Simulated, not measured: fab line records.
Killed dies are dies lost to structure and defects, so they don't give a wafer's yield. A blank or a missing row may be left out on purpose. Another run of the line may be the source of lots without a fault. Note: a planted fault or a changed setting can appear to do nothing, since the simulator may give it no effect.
Matching of chambers ; flow n5-finfet ; N5_BEOL_M3_ETCHBACK_99 on rie-diel-06 has 4 sister chambers
The step etches SiO2 in CHF3, target depth 5 nm, time 10.4 s. 20 wafers are shown with their chamber, then 10 later ones without.

## WAFERS, EACH WITH ITS CHAMBER
wafer;chamber;drypump-motor-current-A (A);rf-vpp-V (V);throttle-valve-pct (%)
L075.3;2;5.37;242;17.49
L075.4;2;5.33;243;17.47
L075.6;0;5.56;243;16.67
L077.3;1;5.64;233;16.86
L077.4;2;5.34;243;17.48
L077.5;1;5.65;234;16.87
L080.1;3;5.87;242;16.90
L080.2;1;5.64;233;16.87
L080.6;1;5.64;232;16.85
L079.1;0;5.56;243;16.68
L079.3;3;5.89;241;16.92
L079.6;3;5.86;241;16.91
L086.1;1;5.62;234;16.91
L086.3;0;5.56;243;16.72
L086.5;1;5.63;234;16.91
L087.3;3;5.88;241;16.94
L087.4;2;5.34;246;17.01
L087.6;3;5.84;243;16.92
L088.1;1;5.62;233;16.92
L088.3;2;5.34;246;17.00

SIGNATURES (means of the wafers above)
reading;chamber 0;chamber 1;chamber 2;chamber 3;scatter within a chamber
drypump-motor-current-A;5.5600;5.6343;5.3440;5.8680;0.0141
rf-vpp-V;243.00;233.29;244.00;241.60;1.14
throttle-valve-pct;16.6900;16.8843;17.2900;16.9180;0.132
Rule: distance of a wafer from a chamber = root of the sum over the readings of ((wafer's reading minus chamber's mean) / reading's scatter) squared. The wafer belongs to the nearest chamber; if the next one is less than 2 further off, it can't be placed. The scatter: the root of (the sum of the squares of (reading less its chamber's mean) over the shown wafers, divided by (wafers less chambers)).

## WAFERS WHOSE CHAMBER IS MISSING
wafer;drypump-motor-current-A (A);rf-vpp-V (V);throttle-valve-pct (%)
L088.4;5.84;242;16.93
L089.1;5.57;243;16.71
L089.2;5.34;246;17.01
L089.6;5.32;246;17.02
L090.1;5.36;245;17.01
L090.2;5.57;244;16.73
L090.4;5.65;233;16.90
L096.3;5.84;242;16.94
L096.5;5.56;242;16.74
L096.6;5.88;243;16.95

## CHAMBER TAKEN BY EACH
wafer;from the rows above;in truth
L088.4;3;3
L089.1;0;0
L089.2;2;2
L089.6;2;2
L090.1;2;2
L090.2;0;0
L090.4;1;1
L096.3;3;3
L096.5;0;0
L096.6;3;3
10 of 10 placed correctly. From these rows, 0 cannot be placed. Number placed wrongly: 0.
